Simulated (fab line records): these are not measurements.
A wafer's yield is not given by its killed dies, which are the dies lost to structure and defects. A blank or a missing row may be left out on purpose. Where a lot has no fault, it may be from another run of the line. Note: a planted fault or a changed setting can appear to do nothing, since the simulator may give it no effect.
Struck lot and sound lot, side by side || flow n5_finfet || 37 steps out of a route of 1938
Sound: these wafers, L926.2, L926.5, L926.6. Struck: wafers L918.1, L918.2, L918.4. The cause comes at the end.
Order at every step that has rows: each side's tool, ch and its chambers, its first start. Under that, the readings that differ: sound wafers || struck wafers || difference of the means || sigmas: that difference in standard deviations of wafers without a fault.
alike: readings with means less than 2 such deviations apart, plus words and numbers identical on both sides. not compared: withheld readings, readings lacking a value on some wafer, bounds such as >300 that could conceal the same value, and numbers that have no deviation in the record and whose values overlap.
Wherever a step has rows on one side only, a row that says differs or no value, or a row with sigmas, the two part there. Non-overlapping numbers with no deviation appear without sigmas and do not part them. A reading missing from all wafers of one side parts the sides only when that side holds two or more wafers.

first, 9 steps without rows for these wafers: N5_WELL_APT_HMDS_18 (time 60 s); N5_WELL_APT_COAT_19 (resist thk 950 nm); N5_WELL_APT_EBR_21; N5_WELL_APT_SOFTBAKE_20 (time 60 s); N5_WELL_APT_EXPOSE_22 (exposes mask PWELL, defocus 0 nm, target cd 200 nm); N5_WELL_APT_PEB_23 (peb time 90 s); N5_WELL_APT_DEVELOP_24 (develop time 45 s); N5_WELL_APT_HARDBAKE_29 (time 120 s); N5_WELL_APT_DESCUM_30 (chemistry O2, time 7.9 s).
N5_WELL_APT_IMPLANT_31:
  struck on implanter-02, day 5 02:57; sound on implanter-01 ch 0, day 7 03:36
  no value came back on the struck wafers for beam_energy_keV, beam_on_s (s); on the sound wafers beam_energy_keV reads 59.959 60.010 59.996
then, 25 steps without rows for these wafers: N5_WELL_APT_IMPLANT_32; N5_WELL_APT_STRIP_33 (strips in SPM, time 900 s); N5_WELL_APT_RTA_34 (time 10 s); N5_WELL_APT_OXIDE_STRIP_42 (strips SiO2 in dHF, time 45 s, target depth 12 nm); N5_WELL_APT_PRECLEAN_36 (cleans in O3/DIW, time 45 s); N5_WELL_APT_PRECLEAN_39 (cleans in dHF, time 60 s); N5_WELL_APT_SRD_37 (time 30 s); N5_WELL_APT_EPI_41 (deposits Si from SiH4/H2, target thk 50 nm, time 297.7 s); N5_PMOS_HMC_CHANNEL_EPI_HM_DEP_34 (deposits SiO2 from TEOS/O2, target thk 36 nm, time 6.9 s); N5_PMOS_HMC_CHANNEL_EPI_COAT_31 (time 60 s, resist thk 66 nm); N5_PMOS_HMC_CHANNEL_EPI_COAT_03 (resist thk 205 nm); N5_PMOS_HMC_CHANNEL_EPI_EBR_05; N5_PMOS_HMC_CHANNEL_EPI_SOFTBAKE_04 (time 60 s); N5_PMOS_HMC_CHANNEL_EPI_EXPOSE_06 (exposes mask PMOS HMC BLK, target cd 240 nm); N5_PMOS_HMC_CHANNEL_EPI_PEB_07 (peb time 60 s); N5_PMOS_HMC_CHANNEL_EPI_DEVELOP_08 (develop time 30 s); N5_PMOS_HMC_CHANNEL_EPI_DESCUM_14 (chemistry O2, time 7.9 s); N5_PMOS_HMC_CHANNEL_EPI_ETCH_32 (etches BARC in N2/H2, stops on SiO2, target depth 85.8 nm, time 50.3 s); N5_PMOS_HMC_CHANNEL_EPI_HM_OPEN_15 (chemistry CHF3/O2, target SiO2, target depth 40.6 nm, time 20.3 s); N5_PMOS_HMC_CHANNEL_EPI_STRIP_33 (strips in N2/H2); N5_PMOS_HMC_CHANNEL_EPI_STRIP_17 (strips in SPM, time 750 s); N5_PMOS_HMC_CHANNEL_EPI_ETCH_38 (etches SiO2 in CF4, target depth 1.5 nm); N5_PMOS_HMC_CHANNEL_EPI_FIN_RECESS_16 (chemistry HBr/Cl2, target Si, target depth 54 nm, time 18 s); N5_PMOS_HMC_CHANNEL_EPI_PRECLEAN_36 (cleans in O3/DIW, time 45 s); N5_PMOS_HMC_CHANNEL_EPI_PRECLEAN_18 (cleans in DHF, time 30 s).
-- record jumps: 7 days separate the struck wafers' starts on either side; left off in module PMOS_HMC_CHANNEL_EPI, taken up again in module BEOL_M4, whose first shown step is the route's number 1111 --
N5_BEOL_M4_RC_MEAS_101:
  sound on prober-01 ch 0, day 13 18:16; struck on prober-01 ch 0, day 11 16:22
{"reading": "RS_PWELL (ohm/sq)", "sound": "2942 2951 2939", "struck": "22439 22372 22421", "difference": "+19467", "sigmas": "+99 or more"}
  alike: DIBL_N, DIBL_P, IOFF_N, IOFF_P, ION_N, ION_P, SS_N, SS_P, VT_N, VT_P
N5_PASSIVATION_PROBE_49:
  sound wafers here have rows in the record (prober-01, day 18 01:57); struck ones have none

WHERE THEY PART
Last at N5_PASSIVATION_PROBE_49 as far as this record goes, first at N5_WELL_APT_IMPLANT_31.

WHY: what had been put in by the simulator
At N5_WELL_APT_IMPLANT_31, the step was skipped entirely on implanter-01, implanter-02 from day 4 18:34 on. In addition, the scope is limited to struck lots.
